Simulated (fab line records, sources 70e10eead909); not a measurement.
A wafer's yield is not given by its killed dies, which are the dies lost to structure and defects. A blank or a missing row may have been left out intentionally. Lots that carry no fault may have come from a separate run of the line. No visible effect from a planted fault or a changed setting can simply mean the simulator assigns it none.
Matching of chambers	flow nand_harc	NHARC_A_STAIRCASE_TRIM_229 on rie_diel-13 has 4 sister chambers
The step chemistry O2, time 211.2 s. 16 wafers are shown with their chamber, then 8 later ones without.

== WAFERS PAIRED WITH THEIR CHAMBERS ==
wafer	chamber	showerhead_plenum_p_Torr (Torr)	drypump_motor_current_A (A)	throttle_valve_pct (%)
L077.2	2	3.80	6.3	17.024
L077.3	3	3.34	6.0	17.027
L077.6	0	3.36	6.5	17.032
L080.3	3	3.34	6.1	17.032
L080.4	1	3.66	6.4	17.042
L080.5	2	3.80	6.3	17.019
L083.3	1	3.66	6.4	17.037
L083.4	3	3.34	6.1	17.034
L083.6	0	3.36	6.5	17.045
L084.3	0	3.35	6.4	17.036
L084.4	2	3.79	6.3	17.025
L084.6	0	3.35	6.4	17.037
L088.2	1	3.65	6.4	17.030
L088.3	0	3.35	6.5	17.031
L088.5	2	3.78	6.3	17.015
L091.2	3	3.33	6.1	17.041

SIGNATURES (means of the wafers above)
reading	chamber 0	chamber 1	chamber 2	chamber 3	scatter within a chamber
showerhead_plenum_p_Torr	3.3540	3.6567	3.7925	3.3375	0.00669
drypump_motor_current_A	6.460	6.400	6.300	6.075	0.0403
throttle_valve_pct	17.03620	17.03633	17.02075	17.03350	0.00549
Rule: a wafer lies at a distance from a chamber equal to the root of the sum of squares, over the readings, of (its reading less the chamber's mean, divided by the reading's scatter). If the next closest chamber is less than 2 further off than the closest, the wafer can't be placed; otherwise it belongs to the closest. The scatter: take each reading less its chamber's mean, square it, sum over the shown wafers, divide by the number of wafers less the number of chambers, and take the root.

== WAFERS WITH NO CHAMBER GIVEN ==
wafer	showerhead_plenum_p_Torr (Torr)	drypump_motor_current_A (A)	throttle_valve_pct (%)
L091.4	3.78	6.3	17.040
L091.5	3.78	6.3	17.045
L093.1	3.32	6.1	17.041
L093.2	3.34	6.5	17.047
L093.4	3.77	6.3	17.041
L094.1	3.77	6.3	17.030
L094.2	3.33	6.5	17.031
L094.4	3.32	6.1	17.051

== WHICH CHAMBER EACH ONE RAN IN ==
wafer	from the rows above	in truth
L091.4	2	2
L091.5	2	2
L093.1	3	3
L093.2	0	0
L093.4	2	2
L094.1	2	2
L094.2	0	0
L094.4	3	3
Placed correctly: 8 of 8. Number that these rows cannot place: 0. 0 placed wrongly.
